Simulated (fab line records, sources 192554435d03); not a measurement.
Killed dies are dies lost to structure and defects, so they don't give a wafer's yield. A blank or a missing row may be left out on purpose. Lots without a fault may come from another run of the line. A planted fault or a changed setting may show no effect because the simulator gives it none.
Which tool did it? | flow n5_finfet | 24 lots, 72 wafers sampled, at 3 steps of a route of 1938

WHAT THE GAUGES READ, wafer by wafer
N5_BEOL_M3_OVL_MEAS_29. Usual: V2_OVL 0.0 nm, standard deviation 0.66.
lot  | measured     | on         | V2_OVL (nm)    | flag
L074 | day 6 23:09  | overlay-01 | -1.2 -1.5 -1.2 |
L075 | day 7 05:22  | overlay-01 | 0.7 -0.4 0.2   |
L077 | day 7 16:59  | overlay-02 | 1.0 0.1 -0.1   |
L076 | day 8 00:34  | overlay-01 | 1.4 0.5 1.4    |
L079 | day 8 08:02  | overlay-01 | 1.5 0.4 0.9    |
L078 | day 8 10:56  | overlay-01 | 0.3 -0.8 -0.5  |
L080 | day 8 22:50  | overlay-02 | 0.6 -0.4 0.4   |
L081 | day 9 00:00  | overlay-02 | -0.4 0.4 0.4   |
L083 | day 9 06:07  | overlay-02 | 0.7 0.0 -0.7   |
L082 | day 9 08:14  | overlay-01 | 0.3 -1.1 -1.5  |
L084 | day 9 17:00  | overlay-01 | 0.1 0.1 -0.6   |
L085 | day 9 22:11  | overlay-02 | 0.2 -0.3 0.5   |
L086 | day 10 15:34 | overlay-02 | -0.5 -0.4 0.1  |
L087 | day 10 21:55 | overlay-01 | 0.1 -0.3 0.9   |
L088 | day 10 23:19 | overlay-02 | 0.9 0.6 0.3    |
L089 | day 11 01:19 | overlay-01 | -1.0 -0.5 -0.9 |
L090 | day 11 06:51 | overlay-01 | -0.8 -0.4 -0.4 |
L091 | day 11 12:12 | overlay-01 | 0.7 -0.7 0.0   |
L092 | day 11 17:38 | overlay-02 | -0.3 0.2 -0.1  |
L094 | day 12 01:23 | overlay-02 | 0.1 -0.2 -0.2  |
L093 | day 12 12:15 | overlay-02 | 0.4 -0.7 -2.0  |
L095 | day 12 18:52 | overlay-02 | 0.9 0.1 1.4    |
L096 | day 13 01:29 | overlay-01 | 0.0 0.6 0.3    |
L097 | day 13 06:37 | overlay-01 | 0.4 0.5 -0.5   |

WHICH TOOL RAN EACH LOT (tool, then ch and the chambers of the sampled wafers, then the start)
lot  | N5_BEOL_M2_ETCHBACK_99             | N5_BEOL_M2_SPUTTER_94
L074 | rie_diel-01 ch 0,2,3, day 6 15:56  | pvd_sputter-01, day 6 19:15
L075 | rie_diel-01 ch 0,2, day 6 21:05    | pvd_sputter-03, day 7 01:04
L077 | rie_diel-05 ch 0,3, day 7 09:48    | pvd_sputter-01, day 7 13:14
L076 | rie_diel-01 ch 1,2,3, day 7 09:54  | pvd_sputter-03, day 7 14:38
L079 | rie_diel-01 ch 0,2,3, day 8 01:04  | pvd_sputter-01, day 8 04:13
L078 | rie_diel-01 ch 0,3, day 8 04:28    | pvd_sputter-02, day 8 07:42
L080 | rie_diel-05 ch 1,2, day 8 08:55    | pvd_sputter-03, day 8 18:15
L081 | rie_diel-01 ch 0,1,3, day 8 17:35  | pvd_sputter-03, day 8 20:32
L083 | rie_diel-01 ch 0,1,2, day 8 20:49  | pvd_sputter-01, day 9 00:29
L082 | rie_diel-02 ch 0,2,3, day 9 00:17  | pvd_sputter-02, day 9 03:48
L084 | rie_diel-01 ch 1,2,3, day 9 06:50  | pvd_sputter-01, day 9 12:10
L085 | rie_diel-02 ch 0,2,3, day 9 16:05  | pvd_sputter-03, day 9 19:07
L086 | rie_diel-02 ch 0,3, day 10 09:35   | pvd_sputter-03, day 10 12:36
L087 | rie_diel-02 ch 0,1,2, day 10 13:59 | pvd_sputter-02, day 10 17:19
L088 | rie_diel-02 ch 0,1,3, day 10 17:11 | pvd_sputter-01, day 10 20:06
L089 | rie_diel-01 ch 0,1, day 10 17:19   | pvd_sputter-03, day 10 21:38
L090 | rie_diel-05 ch 0,2,3, day 10 21:57 | pvd_sputter-02, day 11 01:22
L091 | rie_diel-02 ch 1,2,3, day 11 05:49 | pvd_sputter-01, day 11 09:09
L092 | rie_diel-02 ch 0,2,3, day 11 09:59 | pvd_sputter-01, day 11 14:40
L094 | rie_diel-01 ch 1,3, day 11 19:38   | pvd_sputter-02, day 11 22:31
L093 | rie_diel-05 ch 0,3, day 12 06:32   | pvd_sputter-02, day 12 09:18
L095 | rie_diel-01 ch 0,2, day 12 10:00   | pvd_sputter-03, day 12 14:35
L096 | rie_diel-01 ch 0,3, day 12 16:37   | pvd_sputter-03, day 12 19:48
L097 | rie_diel-02 ch 1,2, day 13 00:08   | pvd_sputter-02, day 13 03:22
- N5_BEOL_M2_ETCHBACK_99: etches SiO2 in CHF3, target depth 5 nm, time 10.4 s.
- N5_BEOL_M2_SPUTTER_94: material Cu, target thk 4.5 nm, time 8.29 s.

WHAT THE TOOLS THEMSELVES READ (means of the sampled wafers that have a number; where no wafer has one, the mark that the record gives instead)
N5_BEOL_M2_ETCHBACK_99. Usual: drypump_motor_current_A 5.5 A, standard deviation 0.43; oes_ar_750_au 0.79 a.u., standard deviation 0.057; oes_product_au 0.79 a.u., standard deviation 0.065; rf_vpp_V 244 V, standard deviation 4.4; showerhead_plenum_p_Torr 2.19 Torr, standard deviation 0.078; throttle_valve_pct 17.08 %, standard deviation 0.25.
lot  | tool        | drypump_motor_current_A (A) | oes_ar_750_au (a.u.) | oes_product_au (a.u.) | rf_vpp_V (V) | showerhead_plenum_p_Torr (Torr) | throttle_valve_pct (%) | flag
L074 | rie_diel-01 | 5.7                         | 0.76                 | 0.76                  | 244          | 2.12                            | 17.09                  |
L075 | rie_diel-01 | 5.5                         | 0.76                 | 0.77                  | 245          | 2.12                            | 16.84                  |
L077 | rie_diel-05 | 5.2                         | 0.87                 | 0.88                  | 244          | 2.15                            | 17.07                  |
L076 | rie_diel-01 | 5.5                         | 0.81                 | 0.83                  | 245          | 2.21                            | 17.08                  |
L079 | rie_diel-01 | 5.6                         | 0.75                 | 0.75                  | 245          | 2.11                            | 17.10                  |
L078 | rie_diel-01 | 5.9                         | 0.72                 | 0.72                  | 244          | 2.06                            | 17.34                  |
L080 | rie_diel-05 | 5.4                         | 0.74                 | 0.73                  | 249          | 2.24                            | 16.83                  |
L081 | rie_diel-01 | 5.8                         | 0.77                 | 0.78                  | 244          | 2.16                            | 17.32                  |
L083 | rie_diel-01 | 5.7                         | 0.77                 | 0.79                  | 246          | 2.15                            | 17.08                  |
L082 | rie_diel-02 | 5.5                         | 0.79                 | 0.79                  | 242          | 2.20                            | 17.04                  |
L084 | rie_diel-01 | 5.5                         | 0.79                 | 0.81                  | 244          | 2.21                            | 17.12                  |
L085 | rie_diel-02 | 5.5                         | 0.79                 | 0.78                  | 243          | 2.19                            | 17.06                  |
L086 | rie_diel-02 | 5.0                         | 0.76                 | 0.75                  | 246          | 2.13                            | 16.99                  |
L087 | rie_diel-02 | 5.4                         | 0.78                 | 0.78                  | 242          | 2.23                            | 17.05                  |
L088 | rie_diel-02 | 5.0                         | 0.76                 | 0.75                  | 244          | 2.19                            | 17.07                  |
L089 | rie_diel-01 | 5.9                         | 0.91                 | 0.94                  | 249          | 2.27                            | 16.96                  |
L090 | rie_diel-05 | 5.2                         | 0.87                 | 0.88                  | 242          | 2.15                            | 16.96                  |
L091 | rie_diel-02 | 5.5                         | 0.78                 | 0.78                  | 240          | 2.24                            | 17.16                  |
L092 | rie_diel-02 | 5.5                         | 0.78                 | 0.77                  | 241          | 2.19                            | 17.08                  |
L094 | rie_diel-01 | 5.7                         | 0.78                 | 0.80                  | 245          | 2.24                            | 17.35                  |
L093 | rie_diel-05 | 5.3                         | 0.84                 | 0.84                  | 241          | 2.11                            | 17.16                  |
L095 | rie_diel-01 | 5.5                         | 0.80                 | 0.81                  | 247          | 2.19                            | 16.75                  |
L096 | rie_diel-01 | 5.8                         | 0.80                 | 0.79                  | 242          | 2.20                            | 17.25                  |
L097 | rie_diel-02 | 5.9                         | 0.77                 | 0.79                  | 240          | 2.28                            | 17.18                  |

N5_BEOL_M2_SPUTTER_94. Usual: chuck_sensor_temp_C -15.6 C, standard deviation 0.39; throttle_valve_pct 29.7 %, standard deviation 0.85.
lot  | tool           | chuck_sensor_temp_C (C) | throttle_valve_pct (%) | flag
L074 | pvd_sputter-01 | -15.9                   | 29.7                   |
L075 | pvd_sputter-03 | -15.4                   | 29.6                   |
L077 | pvd_sputter-01 | -15.8                   | 29.8                   |
L076 | pvd_sputter-03 | -15.2                   | 29.7                   |
L079 | pvd_sputter-01 | -15.9                   | 30.2                   |
L078 | pvd_sputter-02 | -15.7                   | 28.7                   |
L080 | pvd_sputter-03 | -15.4                   | 30.1                   |
L081 | pvd_sputter-03 | -15.0                   | 30.4                   |
L083 | pvd_sputter-01 | -15.7                   | 30.2                   |
L082 | pvd_sputter-02 | -15.8                   | 28.8                   |
L084 | pvd_sputter-01 | -15.9                   | 29.5                   |
L085 | pvd_sputter-03 | -15.3                   | 30.1                   |
L086 | pvd_sputter-03 | -15.4                   | 30.1                   |
L087 | pvd_sputter-02 | -15.7                   | 29.8                   |
L088 | pvd_sputter-01 | -15.7                   | 29.4                   |
L089 | pvd_sputter-03 | -15.5                   | 30.0                   |
L090 | pvd_sputter-02 | -15.7                   | 29.2                   |
L091 | pvd_sputter-01 | -16.0                   | 29.8                   |
L092 | pvd_sputter-01 | -16.0                   | 29.7                   |
L094 | pvd_sputter-02 | -15.6                   | 30.1                   |
L093 | pvd_sputter-02 | -15.5                   | 30.1                   |
L095 | pvd_sputter-03 | -15.5                   | 29.7                   |
L096 | pvd_sputter-03 | -14.9                   | 29.9                   |
L097 | pvd_sputter-02 | -15.8                   | 28.6                   |

THE ANSWER, worked out from the rows above alone
Rule: a lot is off if the mean of its wafers that have a number lies more than 3 standard deviations from the usual mean. A lot without any number at a reading at which 4 lots or more have one is off too. The other lots that the step has rows for count as sound. The gauges are gone through in route order, then the tools' own readings, and for those a lot's mean is taken as printed above. The first step at which some lot is off is used, and at that step the reading that is off furthest; a lot without a number counts as furthest.
No lot is off at any reading shown: from this, nothing can be told.

WHAT THE SIMULATOR HAD PUT IN
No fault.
